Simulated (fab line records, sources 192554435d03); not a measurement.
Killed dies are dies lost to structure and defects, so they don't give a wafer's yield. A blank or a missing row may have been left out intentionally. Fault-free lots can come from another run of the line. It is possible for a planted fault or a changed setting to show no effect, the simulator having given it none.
Chamber matching	flow n5Finfet	N5_GATE_CUT_CMP_23 on cmp-04 has 4 sister chambers
The step polishes, stops on SiO2, t overpolish 23.4 s, target thk 16 nm. 8 wafers are shown with their chamber, then 9 later ones without.

## EACH WAFER AND ITS CHAMBER
wafer	chamber	motorCurrentA (A)	timeToEndpointS (s)
L079.1	1	8.8	13.8
L084.2	2	8.1	16.6
L084.3	1	9.0	14.4
L085.4	3	9.4	21.3
L085.5	0	10.4	21.1
L086.3	2	8.3	17.7
L086.5	0	10.5	17.4
L086.6	3	9.4	20.1

## WAFERS WITHOUT THEIR CHAMBER
wafer	motorCurrentA (A)	timeToEndpointS (s)
L093.1	9.9	20.4
L093.3	10.4	23.6
L093.5	8.9	15.3
L094.1	9.5	21.2
L094.3	8.3	18.7
L094.4	10.5	19.8
L095.3	9.7	20.0
L095.4	9.2	16.9
L095.6	10.2	20.0

## WHICH CHAMBER EACH ONE RAN IN
wafer	from the rows above	in truth
L093.1	can't be placed: 3 or 0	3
L093.3	0	0
L093.5	1	1
L094.1	3	3
L094.3	2	2
L094.4	0	0
L095.3	3	3
L095.4	can't be placed: 3 or 1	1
L095.6	0	0
Correct placement for 7 of the 9. From these rows, 2 cannot be placed; in 2 the true chamber is one of the candidates. 0 placed wrongly.
How it was worked out, from the rows above alone: a wafer's distance from a chamber is the root of the sum, over the readings, of the square of ((its reading less the chamber's mean) divided by the reading's scatter). The wafer belongs to the nearest chamber; if the next one is less than 2 further off, it can't be placed. The mean given for a chamber averages the wafers shown for that chamber. The scatter: the root of (the sum of the squares of (reading less its chamber's mean) over the shown wafers, divided by (wafers less chambers)).
